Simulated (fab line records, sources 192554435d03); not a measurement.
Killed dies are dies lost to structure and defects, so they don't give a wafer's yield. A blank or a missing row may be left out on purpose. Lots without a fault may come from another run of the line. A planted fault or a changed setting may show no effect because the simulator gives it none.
fab line records | flow n5_finfet
record lots=6 wafers=18 last_day=17
route steps=1938 shown BEOL_M0_CUTY@714 BEOL_M0@715 BEOL_M1@751 PASSIVATION@1936
lots that met no fault: from a run of the same line without faults
start_h: hours from the record's first day to the start of the lot's first wafer shown | wait_h: hours since the lot's step before | " the same as in the row above | L1.1+2: a row that stands for several wafers | - no value, or no start given | * or withheld: withheld | < > ~ a bound
route shown NAME@n: a module of which the file shows steps, and the number in the route of the first | usual: mean/standard deviation of fault-free wafers | same: alike in all rows | chamber/n: place in a boat | sites: the reading at each site | _std_site: their standard deviation | _edge_site: outer sites' mean less inner sites' | radius_mm: how far each site lies from the wafer's centre | mask NAME#n: copy n | behind: the tool/chamber that last shaped the wafer | hold: why the lot was held/for how many hours/how that ended | device: the transistor (n, p or np) that didn't switch | end of line: the same wafers' tests at the end of the route | a step without rows: its recipe alone | killed: dies lost to structure and defects at the first sort, not the wafer's yield | map: a wafer's dies, x killed, . not, _ none there
set.NAME: the setting as run; set.NAME@STEP: as run at that earlier step | model.NAME: the simulator's own value behind a step, which no gauge read
lots at some steps of the route; a table a step, a row a wafer
services: from which hour (start_h, from the record's first day; less than 0 if before it) a tool's chamber was out of use, for how many hours, and why
## steps
# step N5_BEOL_M0_CUTY_STRIP_64
# recipe chemistry=N2/H2 temp_c=40 n2_flow_sccm=200 h2_flow_sccm=200 rf_frequency_hz=6e+07
# step N5_BEOL_M0_ETCH_138
# recipe chemistry=CH3F/O2 target_depth_a=120 target=SiCN time_s=31.6 ion_energy_ev=120 pressure_mtorr=30 source_w=395 bias_w=75 Ar_flow_sccm=150 CH3F_flow_sccm=30 O2_flow_sccm=20 ends=cleared
# step N5_BEOL_M0_HM_OPEN_105
# recipe chemistry=Cl2/BCl3 target_depth_a=120 target=TiN ion_energy_ev=150 pressure_mtorr=10 icp_w=1000 bias_w=126 Cl2_flow_sccm=53.25 bcl3_flow_sccm=21.75 Ar_flow_sccm=25
# step N5_BEOL_M0_STRIP_140
# recipe chemistry=CF4 resist=SiARC power_w=300 bias_power_w=75 pressure_mtorr=50 cf4_flow_sccm=150 rf_frequency_hz=6e+07
# step N5_BEOL_M0_STRIP_104
# recipe chemistry=N2/H2 power_w=450 temp_c=40 pressure_mtorr=20 rf_frequency_hz=6e+07 overash_fraction=0.3 bias_power_w=7 h2_frac=0.5 n2_flow_sccm=200 h2_flow_sccm=200
# step N5_BEOL_M0_WET_ETCH_106
# recipe chemistry=DHF dilution=10:1 temp_c=25 target=SiO2 target_depth_a=1300 dry=ipa_marangoni rinse_time_s=30 rinse_temp_c=23
# step N5_BEOL_M0_ETCH_128
# recipe chemistry=CF4/N2 target_depth_a=120 overetch_a=51 target=SiCN time_s=21.4 ion_energy_ev=150 pressure_mtorr=40 source_w=430 bias_w=70 Ar_flow_sccm=100 cf4_flow_sccm=60 n2_flow_sccm=60
# step N5_BEOL_M0_TRENCH_ETCH_107
# recipe chemistry=C4F6/O2 target_depth_a=328 target=SiOC time_s=16.4 ion_energy_ev=250 pressure_mtorr=30 source_w=355 bias_w=185 Ar_flow_sccm=300 C4F6_flow_sccm=10 O2_flow_sccm=10
# step N5_BEOL_M0_STRIP_142
# recipe chemistry=N2/H2 time_s=10 power_w=450 temp_c=40 pressure_mtorr=20 rf_frequency_hz=6e+07 bias_power_w=7 n2_flow_sccm=200 h2_flow_sccm=200
# usual bias_power_w=7.001/0.02 drypump_motor_current_A=5.9/0.36 oes_product_au=0.76/0.085 rf_vpp_V=59.3/0.83 showerhead_plenum_p_Torr=2.57/0.072 throttle_valve_pct=23.7/0.34
# columns lot.wafer tool chamber start_h wait_h bias_power_w drypump_motor_current_A oes_product_au rf_hours_counter_h rf_vpp_V showerhead_plenum_p_Torr throttle_valve_pct
L571.2 rie_diel-03 2 131.08 0.0 6.982 5.8 0.91 32 57.8 2.69 23.2
L571.4 " 0 " " 7.018 5.7 0.68 216 59.1 2.61 23.9
L571.6 " 3 " " 7.009 5.6 0.74 - 60.0 2.53 23.9
L573.2 rie_diel-03 3 141.61 0.0 6.979 5.6 0.74 167 59.4 2.53 23.9
L573.4 " 2 " " 6.988 5.8 0.90 35 59.6 2.69 23.2
L573.6 " 1 " " 7.001 5.4 0.75 - 59.7 2.43 23.2
L579.1 rie_diel-03 1 176.44 0.0 7.044 5.4 0.74 165 60.6 2.43 23.3
L579.2 " 2 " " 6.978 5.8 0.87 48 60.8 2.69 23.2
L579.3 " 0 " " 6.990 5.7 0.68 232 59.4 2.61 23.9
L580.1 rie_diel-04 2 182.08 0.0 7.054 6.1 0.75 163 58.9 2.54 24.3
L580.3 " 3 " " 7.004 6.2 0.75 178 59.3 2.53 23.9
L580.6 " 3 " " 7.022 6.3 0.74 - 59.7 2.53 23.9
L587.4 rie_diel-04 0 224.54 0.0 6.985 6.3 0.70 245 58.3 2.61 23.8
L587.5 " 1 " " 6.987 6.5 0.98 - 59.2 2.60 23.5
L587.6 " 2 " " 6.983 6.1 0.74 - 58.6 2.54 24.3
L590.2 rie_diel-04 2 245.57 0.0 7.004 6.1 0.74 188 58.9 2.53 24.4
L590.3 " 1 " " 7.012 6.4 0.95 12 59.7 2.60 23.5
L590.6 " 2 " " 7.011 6.1 0.73 - 59.4 2.53 24.4
# step N5_BEOL_M0_OCD_MEAS_108
# usual trench_depth_nm=32.8/0.51
# columns lot.wafer tool chamber start_h wait_h trench_depth_nm
L571.2 ocd-02 - 131.16 0.1 32.8
L571.4 " - " " 32.4
L571.6 " - " " 31.9
L573.2 ocd-01 - 141.69 0.1 32.2
L573.4 " - " " 33.5
L573.6 " - " " 33.2
L579.1 ocd-02 - 176.52 0.1 32.4
L579.2 " - " " 33.5
L579.3 " - " " 33.2
L580.1 ocd-02 - 182.16 0.1 32.8
L580.3 " - " " 33.2
L580.6 " - " " 32.6
L587.4 ocd-02 - 224.63 0.1 32.4
L587.5 " - " " 33.8
L587.6 " - " " 32.4
L590.2 ocd-01 - 245.65 0.1 32.5
L590.3 " - " " 33.8
L590.6 " - " " 32.7
# step N5_BEOL_M0_HM_STRIP_129
# recipe chemistry=peroxide_tin_strip material=TiN target_depth_a=170 temp_c=50 time_s=108
# step N5_BEOL_M0_SRD_130
# recipe time_s=30 temp_c=23 rinse_liquid=diw dry=ipa_marangoni
# step N5_BEOL_M0_ETCH_109
# recipe chemistry=CH3F/O2 target_depth_a=80 overetch_a=24 target=SiCN time_s=27.4 ion_energy_ev=120 pressure_mtorr=30 source_w=395 bias_w=75 Ar_flow_sccm=150 CH3F_flow_sccm=30 O2_flow_sccm=20
# usual drypump_motor_current_A=5.9/0.35 oes_product_au=0.66/0.066 rf_fwd_power_W=392.1/1.4 rf_vpp_V=297.8/1.5 showerhead_plenum_p_Torr=2.02/0.061 throttle_valve_pct=16.36/0.27
# columns lot.wafer tool chamber start_h wait_h drypump_motor_current_A oes_product_au rf_fwd_power_W rf_hours_counter_h rf_vpp_V showerhead_plenum_p_Torr throttle_valve_pct
L571.2 rie_diel-04 1 131.59 0.4 6.4 0.58 392.4 229 298.3 2.06 16.64
L571.4 " 1 " " 6.4 0.59 394.3 - 297.9 2.06 16.63
L571.6 " 0 " " 6.3 0.62 393.0 - 298.8 2.06 16.37
L573.2 rie_diel-03 0 141.89 0.1 5.7 0.60 391.9 219 297.8 2.06 16.58
L573.4 " 3 " " 5.5 0.64 392.5 168 297.5 1.99 16.61
L573.6 " 0 " " 5.7 0.60 392.2 - 297.9 2.06 16.59
L579.1 rie_diel-03 2 176.63 0.0 5.8 0.73 389.8 48 301.0 2.12 16.00
L579.2 " 0 " " 5.6 0.58 392.7 232 298.0 2.06 16.62
L579.3 " 1 " " 5.4 0.62 391.5 165 295.1 1.91 15.93
L580.1 rie_diel-03 0 182.27 0.0 5.6 0.59 392.8 233 296.8 2.06 16.62
L580.3 " 1 " " 5.4 0.64 394.5 166 296.2 1.91 15.95
L580.6 " 1 " " 5.4 0.64 391.7 - 294.1 1.91 15.93
L587.4 rie_diel-04 2 224.74 0.0 6.1 0.64 393.9 181 298.5 1.98 16.68
L587.5 " 0 " " 6.2 0.60 390.7 - 299.4 2.05 16.43
L587.6 " 3 " " 6.2 0.64 392.8 - 296.9 1.98 16.65
L590.2 rie_diel-04 2 246.26 0.5 6.1 0.63 393.7 188 296.7 1.98 16.68
L590.3 " 3 " " 6.3 0.62 395.2 202 297.4 1.98 16.65
L590.6 " 3 " " 6.2 0.63 392.9 - 297.3 1.98 16.65
# step N5_BEOL_M0_STRIP_139
# recipe chemistry=post_etch_residue_remover time_s=60 temp_c=25 remover_ph=withheld remover_water_wt_pct=withheld remover_fluoride_wt_pct=withheld
# step N5_BEOL_M0_SRD_111
# recipe time_s=30 temp_c=23 rinse_liquid=diw dry=ipa_marangoni
# step N5_BEOL_M0_DEGAS_112
# recipe ambient=vacuum temp_c=250 time_s=60
# usual heater_power_w=349/28
# columns lot.wafer tool chamber start_h wait_h heater_power_w
L571.2 pvd_sputter-01 - 131.76 0.0 341
L571.4 " - " " 353
L571.6 " - " " 341
L573.2 pvd_sputter-02 - 142.70 0.7 365
L573.4 " - " " 323
L573.6 " - " " 342
L579.1 pvd_sputter-02 - 177.09 0.3 357
L579.2 " - " " 428
L579.3 " - " " 316
L580.1 pvd_sputter-01 - 182.90 0.5 355
L580.3 " - " " 334
L580.6 " - " " 361
L587.4 pvd_sputter-03 - 225.22 0.3 321
L587.5 " - " " 330
L587.6 " - " " 327
L590.2 pvd_sputter-03 - 246.53 0.1 345
L590.3 " - " " 365
L590.6 " - " " 322
# step N5_BEOL_M0_PRE_CLEAN_113
# recipe gas=H2/He time_s=30 temp_c=250
# step N5_BEOL_M0_ALD_136
# recipe material=TaN target_thk_a=* temp_c=275 ald_precursor_family=PDMAT ald_co_reactant=NH3 pressure_torr=3 carrier_flow_sccm=1500 pulse_time_s=2 purge_time_s=3 co_reactant_purge_time_s=2 co_reactant_pulse_time_s=3 ald_cycles=30 precursor_vessel_temp_c=75 precursor_vessel_pressure_torr=26.25 precursor_vessel_carrier_sccm=1000
# step N5_BEOL_M0_SURFACE_TREAT_137
# recipe gas=Ar time_s=* ion_energy_ev=* ion_current_ma_cm2=0.5 pressure_mtorr=* ar_flow_sccm=30
# usual throttle_valve_pct=*
# columns lot.wafer tool chamber start_h wait_h throttle_valve_pct
L571.2 pvd_sputter-02 - 132.09 0.1 *
L571.4 " - " " *
L571.6 " - " " *
L573.2 pvd_sputter-02 - 143.46 0.6 *
L573.4 " - " " *
L573.6 " - " " *
L579.1 pvd_sputter-03 - 177.43 0.1 *
L579.2 " - " " *
L579.3 " - " " *
L580.1 pvd_sputter-01 - 183.72 0.4 *
L580.3 " - " " *
L580.6 " - " " *
L587.4 pvd_sputter-02 - 225.66 0.1 *
L587.5 " - " " *
L587.6 " - " " *
L590.2 pvd_sputter-02 - 247.80 0.8 *
L590.3 " - " " *
L590.6 " - " " *
# step N5_BEOL_M0_CVD_115
# recipe material=Co target_thk_a=* temp_c=withheld precursor=CCTBA/H2 pressure_torr=30 time_s=120
# step N5_BEOL_M0_SPUTTER_116
# recipe material=Cu target_thk_a=40 temp_c=-20 chamber_pressure_pa=0.07 power_w=withheld time_s=7.37
# usual chuck_sensor_temp_C=-16.1/0.44 substrate_temp_c=-20.01/0.11 throttle_valve_pct=30.0/0.89
# columns lot.wafer tool chamber start_h wait_h chuck_sensor_temp_C substrate_temp_c throttle_valve_pct
L571.2 pvd_sputter-03 - 132.29 0.1 -15.6 -20.04 29.3
L571.4 " - " " -15.7 -20.03 31.8
L571.6 " - " " -16.8 -19.97 30.1
L573.2 pvd_sputter-03 - 143.70 0.1 -15.8 -19.64 29.1
L573.4 " - " " -16.7 -20.12 29.9
L573.6 " - " " -16.0 -20.02 29.6
L579.1 pvd_sputter-03 - 177.67 0.1 -15.8 -19.95 29.0
L579.2 " - " " -15.9 -19.92 29.5
L579.3 " - " " -15.6 -20.17 31.7
L580.1 pvd_sputter-03 - 185.14 1.1 -15.4 -20.00 31.7
L580.3 " - " " -15.6 -19.88 29.3
L580.6 " - " " -16.8 -20.01 30.3
L587.4 pvd_sputter-02 - 225.90 0.1 -16.5 -19.94 29.0
L587.5 " - " " -16.6 -19.96 29.2
L587.6 " - " " -15.9 -20.23 29.2
L590.2 pvd_sputter-02 - 248.26 0.1 -16.0 -19.97 29.4
L590.3 " - " " -15.3 -19.87 29.8
L590.6 " - " " -16.1 -20.05 28.9
# step N5_BEOL_M0_ANNEAL_117
# recipe temp_c=400 time_s=60 ambient=vacuum
# usual heater_power_w=872/70
# columns lot.wafer tool chamber start_h wait_h heater_power_w
L571.2 pvd_sputter-03 - 132.37 0.0 867
L571.4 " - " " 923
L571.6 " - " " 812
L573.2 pvd_sputter-03 - 143.78 0.0 848
L573.4 " - " " 814
L573.6 " - " " 798
L579.1 pvd_sputter-03 - 177.75 0.0 858
L579.2 " - " " 809
L579.3 " - " " 933
L580.1 pvd_sputter-03 - 185.22 0.0 920
L580.3 " - " " 882
L580.6 " - " " 810
L587.4 pvd_sputter-02 - 225.98 0.0 877
L587.5 " - " " 903
L587.6 " - " " 809
L590.2 pvd_sputter-02 - 248.34 0.0 792
L590.3 " - " " 1058
L590.6 " - " " 805
# step N5_BEOL_M0_SPUTTER_132
# recipe material=Cu target_thk_a=40 temp_c=-20 chamber_pressure_pa=0.07 power_w=withheld time_s=7.37
# step N5_BEOL_M0_ANNEAL_133
# recipe temp_c=400 time_s=60 ambient=vacuum
# step N5_BEOL_M0_SPUTTER_134
# recipe material=Cu target_thk_a=40 temp_c=-20 chamber_pressure_pa=0.07 power_w=withheld time_s=7.37
# step N5_BEOL_M0_ANNEAL_135
# recipe temp_c=400 time_s=60 ambient=vacuum
# step N5_BEOL_M0_SPUTTER_141
# recipe material=Cu target_thk_a=40 temp_c=-20 chamber_pressure_pa=0.07 power_w=withheld time_s=7.37
# step N5_BEOL_M0_ECD_118
# recipe material=Cu target_thk_a=3000
# step N5_BEOL_M0_ANNEAL_119
# recipe temp_c=225 time_s=90 ambient=N2
# step N5_BEOL_M0_CMP_120
# recipe stop_on=SiOC t_overpolish_s=6.9 down_force_psi=1 platen_rpm=50 clearing_platen_down_force_psi=1.5 clearing_platen_rpm=50 post_cmp_clean=cu_alkaline clearing_platen_pad_velocity_m_s=0.99484 pad_velocity_m_s=0.99484
# step N5_BEOL_M0_PRE_CLEAN_131
# recipe gas=NH3/H2 time_s=15 temp_c=* rf_power_w=300
# step N5_BEOL_M0_CO_CAP_123
# recipe material=Co target_thk_a=20 temp_c=200 precursor=CCTBA/H2 pressure_torr=30 time_s=102.1
# step N5_BEOL_M0_PRE_CLEAN_124
# recipe gas=NH3 time_s=15 temp_c=withheld rf_power_w=300
# step N5_BEOL_M0_DEP_125
# recipe material=SiCN target_thk_a=80 temp_c=withheld precursor=3MS/NH3 pressure_torr=3 rf_w=202 time_s=14
# step N5_BEOL_M0_RS_MEAS_126
# recipe thk_meas_gauge=four-point-probe reads=Co_of_BEOL_M0_CO_CAP_123+Cu_of_BEOL_M0_ECD_118+Co_of_BEOL_M0_CVD_115+TaN_of_BEOL_M0_ALD_136
# usual M0_RS=0.530/0.017
# columns lot.wafer tool chamber start_h wait_h M0_RS[ohm/sq]
L571.2 film_metro-01 - 133.75 0.1 0.519
L571.4 " - " " 0.516
L571.6 " - " " 0.519
L573.2 film_metro-01 - 145.10 0.1 0.513
L573.4 " - " " 0.504
L573.6 " - " " 0.504
L579.1 film_metro-01 - 179.13 0.1 0.509
L579.2 " - " " 0.528
L579.3 " - " " 0.488
L580.1 film_metro-01 - 186.55 0.0 0.546
L580.3 " - " " 0.526
L580.6 " - " " 0.538
L587.4 film_metro-02 - 227.35 0.1 0.509
L587.5 " - " " 0.536
L587.6 " - " " 0.512
L590.2 film_metro-01 - 250.05 0.1 0.553
L590.3 " - " " 0.561
L590.6 " - " " 0.526
# step N5_BEOL_M1_ILD_DEP_00
# recipe material=SiOC target_thk_a=790 temp_c=350 precursor=DEMS/O2 pressure_torr=5 rf_w=500 time_s=15.3
# step N5_BEOL_M1_THK_MEAS_01
# recipe reads=SiOC_of_BEOL_M1_ILD_DEP_00
# usual M1_ILD_THK=78.8/0.99
# columns lot.wafer tool chamber start_h wait_h M1_ILD_THK[nm]
L571.2 film_metro-01 - 133.88 0.1 77.4
L571.4 " - " " 79.6
L571.6 " - " " 78.8
L573.2 film_metro-01 - 145.23 0.1 77.4
L573.4 " - " " 78.3
L573.6 " - " " 79.3
L579.1 film_metro-01 - 179.26 0.0 78.4
L579.2 " - " " 78.0
L579.3 " - " " 77.0
L580.1 film_metro-02 - 186.68 0.0 78.2
L580.3 " - " " 77.6
L580.6 " - " " 79.1
L587.4 film_metro-02 - 227.48 0.0 79.3
L587.5 " - " " 79.6
L587.6 " - " " 78.7
L590.2 film_metro-02 - 250.19 0.1 78.8
L590.3 " - " " 78.7
L590.6 " - " " 80.2
# step N5_BEOL_M1_PECVD_72
# recipe material=SiO2 target_thk_a=160 temp_c=400 precursor=TEOS/O2 pressure_torr=5.5 rf_w=450 teos_flow_sccm=53.8 gas=O2 flow_sccm=3000 time_s=18
# step N5_BEOL_M1_HM_DEP_02
# recipe material=TiN target_thk_a=200 temp_c=25 chamber_pressure_pa=0.49996
# step N5_BEOL_M1_COAT_61
# recipe resist=SOC temp_c=250 time_s=60 spin_rpm=1500 resist_thk_nm=60
# step N5_PASSIVATION_PROBE_49
# usual defect_limited_yield=91.3/1.4 killed_at_M0_to_M3=35/11 killed_at_M4_up=14/5.4 killed_at_contacts=12/6.2 killed_at_front_end=38/11 killed_at_other=4.1/2.8 killed_dies=103/17 killed_on_rim=13/4 killed_open=66/13 killed_short=34/8.2 sort_bin_5_function=5.1/0.89 sort_bin_6_memory=3.3/0.72 sort_n_pass=1077/17 sort_yield_pct=91.3/1.4
# same gross_dies=1180 killed_at_back_side=0 sort_bin_4_leakage[%]=0 sort_bin_8_speed[%]=0
# columns lot.wafer tool chamber start_h wait_h defect_limited_yield[%] killed_at_M0_to_M3 killed_at_M4_up killed_at_contacts killed_at_front_end killed_at_other killed_dies killed_on_rim killed_open killed_short sort_bin_5_function[%] sort_bin_6_memory[%] sort_n_pass sort_yield_pct[%]
L571.2 prober-01 - 278.60 0.1 92.8 16 18 7 42 2 85 14 51 32 4.9 2.1 1095 92.8
L571.4 prober-01 - 278.70 0.2 91.9 26 12 10 45 3 96 12 46 43 4.1 3.7 1084 91.9
L571.6 prober-01 - 278.80 0.3 93.7 18 13 7 34 2 74 8 46 24 4.0 2.2 1106 93.7
L579.1 prober-02 - 334.09 0.0 92.5 22 14 6 39 8 89 11 49 36 4.2 2.6 1091 92.5
L580.1 prober-01 - 342.67 0.0 90.5 41 16 6 48 1 112 19 71 40 6.1 3.2 1068 90.5
L580.3 prober-01 - 342.77 0.1 93.3 24 10 11 33 1 79 9 49 28 4.1 2.3 1101 93.3
L580.6 prober-01 - 342.92 0.3 90.0 44 19 9 41 5 118 15 68 46 5.1 4.3 1062 90.0
L587.4 prober-02 - 386.97 0.2 84.4 121 9 7 42 5 184 25 70 38 9.4 5.0 996 84.4
L587.5 prober-02 - 387.02 0.2 90.1 32 11 2 63 9 117 19 82 34 5.9 3.8 1063 90.1
L587.6 prober-02 - 387.07 0.3 93.6 23 6 6 31 9 75 14 41 32 3.5 2.4 1105 93.6
L590.2 prober-02 - 395.98 0.1 84.7 121 14 12 27 6 180 29 77 30 9.3 4.8 1000 84.7
L590.3 prober-02 - 396.03 0.1 88.3 68 12 20 27 11 138 14 91 46 6.9 4.1 1042 88.3
L590.6 prober-02 - 396.18 0.3 90.8 41 27 14 21 6 109 15 76 32 5.8 2.9 1071 90.8
# killed by level:class
L571.2 FIN_SAQP:geometric_particle:short=12 STI_FIN_REVEAL:geometric_particle:open=11 FIN_SAQP:geometric_particle:open=5 MOL_CONTACT_COAG:geometric_particle:open=5 BEOL_M3:geometric_particle:open=5 BEOL_M3:geometric_particle:short=4 DUMMY_GATE:geometric_particle:open=4 BEOL_M4:geometric_particle:open=4
L571.4 FIN_SAQP:geometric_particle:short=15 FIN_SAQP:geometric_particle:open=8 BEOL_M0_SAQP:geometric_particle:short=8 MOL_CONTACT_COAG:geometric_particle:open=6 BEOL_M0_SAQP:geometric_particle:open=6 STI_FIN_REVEAL:geometric_particle:open=5 BEOL_M3:geometric_particle:open=5 STI_FIN_REVEAL:geometric_particle:short=3
L571.6 STI_FIN_REVEAL:geometric_particle:open=10 FIN_SAQP:geometric_particle:short=8 FIN_SAQP:geometric_particle:open=6 MOL_CONTACT_COAG:geometric_particle:open=5 BEOL_M0_SAQP:geometric_particle:open=4 DUMMY_GATE:geometric_particle:open=3 BEOL_M2:geometric_particle:open=3 BEOL_M3:geometric_particle:open=3
L579.1 GATE_CUT:geometric_particle:short=10 STI_FIN_REVEAL:geometric_particle:open=7 MIM_TOP_ETCH:geometric_particle:open=6 FIN_SAQP:geometric_particle:short=5 BEOL_M1:geometric_particle:open=5 DUMMY_GATE:geometric_particle:open=4 BEOL_M4:geometric_particle:short=4 MOL_CONTACT_COAG:geometric_particle:open=4
L580.1 BEOL_M0_SAQP:geometric_particle:short=16 STI_FIN_REVEAL:geometric_particle:open=11 FIN_SAQP:geometric_particle:short=10 BEOL_M0_SAQP:geometric_particle:open=9 BEOL_M4:geometric_particle:open=9 FIN_SAQP:geometric_particle:open=8 GATE_CUT:geometric_particle:open=6 BEOL_M1:geometric_particle:open=6
L580.3 MOL_CONTACT_COAG:geometric_particle:open=9 FIN_SAQP:geometric_particle:short=7 STI_FIN_REVEAL:geometric_particle:open=7 BEOL_M2:geometric_particle:open=7 DUMMY_GATE:geometric_particle:open=5 BEOL_M0_SAQP:geometric_particle:open=5 GATE_CUT:geometric_particle:short=4 BEOL_M0_SAQP:geometric_particle:short=4
L580.6 BEOL_M0_SAQP:geometric_particle:open=17 FIN_SAQP:geometric_particle:short=13 BEOL_M0_SAQP:geometric_particle:short=10 BEOL_M2:geometric_particle:open=8 BEOL_M4:geometric_particle:open=7 STI_FIN_REVEAL:geometric_particle:open=6 GATE_CUT:geometric_particle:short=6 FIN_SAQP:geometric_particle:open=5
L587.4 BEOL_M0:unspecified=72 BEOL_M0_SAQP:geometric_particle:short=14 BEOL_M0_SAQP:geometric_particle:open=13 BEOL_M2:geometric_particle:open=12 FIN_SAQP:geometric_particle:open=8 FIN_SAQP:geometric_particle:short=7 GATE_CUT:geometric_particle:short=5 BEOL_M0:geometric_particle:open=5
L587.5 FIN_SAQP:geometric_particle:open=27 FIN_SAQP:geometric_particle:short=8 BEOL_M0_SAQP:geometric_particle:open=7 ILD0:geometric_particle:short=7 BEOL_M0_SAQP:geometric_particle:short=7 BEOL_M2:geometric_particle:open=6 DUMMY_GATE:geometric_particle:open=5 BEOL_M4:geometric_particle:open=5
L587.6 FIN_SAQP:geometric_particle:open=8 BEOL_M0_SAQP:geometric_particle:open=8 BEOL_M0_SAQP:geometric_particle:short=7 MOL_CONTACT_COAG:geometric_particle:open=5 BEOL_M3:geometric_particle:short=4 FIN_SAQP:geometric_particle:short=3 STI_FIN_REVEAL:geometric_particle:open=3 GATE_CUT:geometric_particle:short=3
L590.2 BEOL_M0:unspecified=70 BEOL_M0_SAQP:geometric_particle:open=14 BEOL_M0_SAQP:geometric_particle:short=11 MOL_CONTACT_COAG:geometric_particle:open=11 FIN_SAQP:geometric_particle:open=9 BEOL_M4:geometric_particle:open=9 BEOL_M1:geometric_particle:open=8 BEOL_M1:geometric_particle:short=5
L590.3 MOL_CONTACT_COAG:geometric_particle:open=18 BEOL_M0_SAQP:geometric_particle:open=17 BEOL_M0_SAQP:geometric_particle:short=13 BEOL_M1:geometric_particle:open=12 FIN_SAQP:geometric_particle:short=10 BEOL_M2:geometric_particle:open=10 BEOL_M3:geometric_particle:open=8 FIN_SAQP:geometric_particle:open=5
L590.6 BEOL_M4:geometric_particle:open=14 MOL_CONTACT_COAG:geometric_particle:open=12 BEOL_M1:geometric_particle:open=9 BEOL_M0_SAQP:geometric_particle:open=8 BEOL_M0_SAQP:geometric_particle:short=6 BEOL_M4:geometric_particle:short=6 BEOL_M3:geometric_particle:open=5 FIN_SAQP:geometric_particle:open=4
# map L587.4 (x killed, . not)
_________________.....x......________________
______________........x........._____________
___________............x..x....x...__________
__________.....x...................._________
________.xx.......................xx.._______
_______...x.x..................x.......______
______..........................x.....x._____
_____..x...x......x.........x.x......x...____
____......x........................xx.....___
___.................x...............x......__
___..........xx.............x..............__
__...........x.....................x...x...._
__....................x..........x......x..._
_........x......x.x.....x.........x.......x..
_.......x.................x........x...xx....
_.x........x.....x.x............x......x.....
_....x................x...............x......
_..x........x.......x..x............xx.......
_......................................x.....
_x.........xx......x.....x.....x........xx...
_..........xx..........................x.....
__................x....x...xx..............._
__......x...x.........x............x...x.x.._
___.................xx.x................x..__
___......x.......x.x.x.....x.....x......x..__
____......x.........xx.......x.x.x........___
_____.....xx..xx..x.......x............x.____
______...x..xxxxx.xx.x.........x.x......_____
_______...xxxxxxxxxx.x.x...............______
________..xxxxxxxxxxx.x..x............_______
__________xxxxxxxxxxxx......x...x..._________
___________xxxxxxxxx..xx..........x__________
______________xxxxxxxxxx........_____________
_________________xxx..xx.....________________
# map L590.2 (x killed, . not)
_________________.x....x....x________________
______________x.......x....x...._____________
___________.........x....x.........__________
__________.........................._________
________.......x..........x......x.x.x_______
_______...............x............x...______
______...xx............................._____
_____.............x.........x...........x____
____x.x..........x.x.......x..............___
___........x...........x.x............x..x.__
___.x.xx...x.........x.....x...............__
__.........x.........x.....x.......x.x......_
__....x.x..........x........................_
_............x......x...xxx.....x..........x.
_..........x..........x.....................x
_x...........................................
_.....x...x......x..........x..............x.
_......x...........x....x.x...x.............x
_...x...............................x.x......
_................x.........x.................
_................xx........x....x............
__...................x......x.x......x......_
__...x...........................x.........._
___..x.....x....xx.x..........x............__
___....................x..x........xx......__
____........xx.xxxx................x......___
_____........x.x....xx...x..x.x..x.......____
______....x.xxxx.xxxx...........x......._____
_______.xxxxxxxxxxx.xx....x.x..........______
________.x.xxxxxxxx.xx....x.....x....._______
__________xxxxxxxxxx..xx..x.x......._________
___________xxxxxxxx.x........x.....__________
______________xxxxxxx...x......._____________
_________________xxxx........________________
## services
# columns tool chamber start_h hours kind
rie_diel-03 - 112.50 2.8 repair
rie_diel-04 2 116.92 6.0 repair
pvd_sputter-03 - 131.77 0.5 repair
pvd_sputter-03 - 135.06 2.9 repair
rie_diel-04 1 198.07 - clean
rie_diel-04 1 198.07 - consumable_replace:focus_ring
rie_diel-04 1 198.07 16.8 scheduled_down
rie_diel-04 1 198.07 16.8 vent_cycle
rie_diel-03 0 230.47 - clean
rie_diel-03 0 230.47 - consumable_replace:focus_ring
rie_diel-03 0 230.47 17.0 scheduled_down
rie_diel-03 0 230.47 17.0 vent_cycle
rie_diel-04 0 242.74 - clean
rie_diel-04 0 242.74 - consumable_replace:focus_ring
rie_diel-04 0 242.74 14.2 scheduled_down
rie_diel-04 0 242.74 14.2 vent_cycle
## key
first_sign step=N5_PASSIVATION_PROBE_49 reading=killed_at_M0_to_M3 direction=up sigmas=7.9 usual=35 struck=121
effect step=N5_PASSIVATION_PROBE_49 reading=killed_dies direction=up sigmas=4.7 usual=103 struck=182
more_kills_born_at N5_BEOL_M0_ETCH_109@rie_diel-04=142
met_at N5_BEOL_M0_ETCH_109
struck_wafers L587.4,L590.2
fault kind=chamber_particle_source tool=rie_diel-04 chamber=2 onset_h=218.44 steps=N5_BEOL_M0_ETCH_109 rate_per_visit_cm2=0.46721 end_h=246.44
